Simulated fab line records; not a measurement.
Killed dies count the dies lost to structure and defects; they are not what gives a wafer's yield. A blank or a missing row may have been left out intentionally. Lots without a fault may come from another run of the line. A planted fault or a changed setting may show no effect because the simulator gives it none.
Which tool was responsible? ; flow nandHarc ; 12 lots, 36 wafers sampled, at 4 steps of a route of 1302

## WHAT THE GAUGES SHOWED, per wafer
NHARC_A_BONDPAD_OVL_MEAS_35.
lot;measured;on;overlayXNm (nm)
L075;day 23 12:32;overlay-01;2 2 2
L077;day 24 02:40;overlay-02;-2 -2 -1
L079;day 24 19:58;overlay-01;0 1 1
L081;day 26 05:56;overlay-02;-1 -1 -1
L082;day 26 20:08;overlay-02;2 1 2
L085;day 27 22:02;overlay-01;1 1 1
L088;day 28 13:02;overlay-01;4 3 3
L089;day 28 14:53;overlay-02;5 5 5
L090;day 29 17:18;overlay-02;-5 -6 -6
L093;day 30 16:46;overlay-01;-4 -4 -4
L095;day 31 14:58;overlay-02;-3 -3 -3
L097;day 33 09:39;overlay-02;-1 -1 0

## TOOL THAT RAN EACH LOT (tool first, then ch and the chambers of the sampled wafers, then the start)
lot;NHARC_A_M0_DEP_32;NHARC_A_M1_STRIP_18;NHARC_A_M1_DEGAS_29
L075;pecvd-03 ch 0,1, day 23 06:31;rieDiel-05 ch 0,1,3, day 23 08:21;pvdSputter-02, day 23 08:56
L077;pecvd-04 ch 0,1, day 23 20:37;rieDiel-03 ch 1,2,3, day 23 22:26;pvdSputter-02, day 23 23:05
L079;pecvd-02 ch 0,1,2, day 24 13:56;rieDiel-13 ch 0,2,3, day 24 15:46;pvdSputter-03, day 24 16:24
L081;pecvd-04 ch 0,1,2, day 26 00:02;rieDiel-05 ch 0,1,2, day 26 01:46;pvdSputter-01, day 26 02:22
L082;pecvd-03 ch 0,1,2, day 26 14:14;rieDiel-05 ch 0,2,3, day 26 15:59;pvdSputter-03, day 26 16:34
L085;pecvd-02 ch 0,1, day 27 16:16;rieDiel-13 ch 0,2, day 27 17:57;pvdSputter-03, day 27 18:35
L088;pecvd-02 ch 0,1, day 28 07:04;rieDiel-13 ch 0,3, day 28 08:49;pvdSputter-01, day 28 09:28
L089;pecvd-04 ch 1,2, day 28 08:59;rieDiel-13 ch 0,2,3, day 28 10:40;pvdSputter-02, day 28 11:18
L090;pecvd-04 ch 1,2, day 29 11:17;rieDiel-03 ch 1,2,3, day 29 13:06;pvdSputter-01, day 29 13:44
L093;pecvd-04 ch 0,1, day 30 10:47;rieDiel-13 ch 0,1,2, day 30 12:35;pvdSputter-02, day 30 13:13
L095;pecvd-04 ch 0,1, day 31 09:04;rieDiel-03 ch 1,2,3, day 31 10:56;pvdSputter-01, day 31 11:32
L097;pecvd-03 ch 0,1, day 33 03:40;rieDiel-03 ch 0,1,3, day 33 05:29;pvdSputter-02, day 33 06:05
- NHARC_A_M0_DEP_32: deposits SiCN, target thk 30 nm.
- NHARC_A_M1_STRIP_18: strips in N2/H2.
- NHARC_A_M1_DEGAS_29: time 60 s.

## THE ANSWER, worked out from the rows above alone
Rule: what is usual is taken from the lots themselves. Put in order of their means at a reading, lots are off if they are a third of the lots or fewer, leave a main group of 4 or more, and stand apart from it by a gap of 3 or more times the standard deviation of the main group's means; of several such gaps the widest counts. If all means in a main group match to the digits the tables above print for the reading, that group is not used. Also off: a lot with no number at a reading for which 4 or more lots have one. Any other lot the step has rows for is counted as sound.
No lot is off on any of the readings shown, so nothing can be concluded from this.

## WHAT THE SIMULATOR HAD INSERTED
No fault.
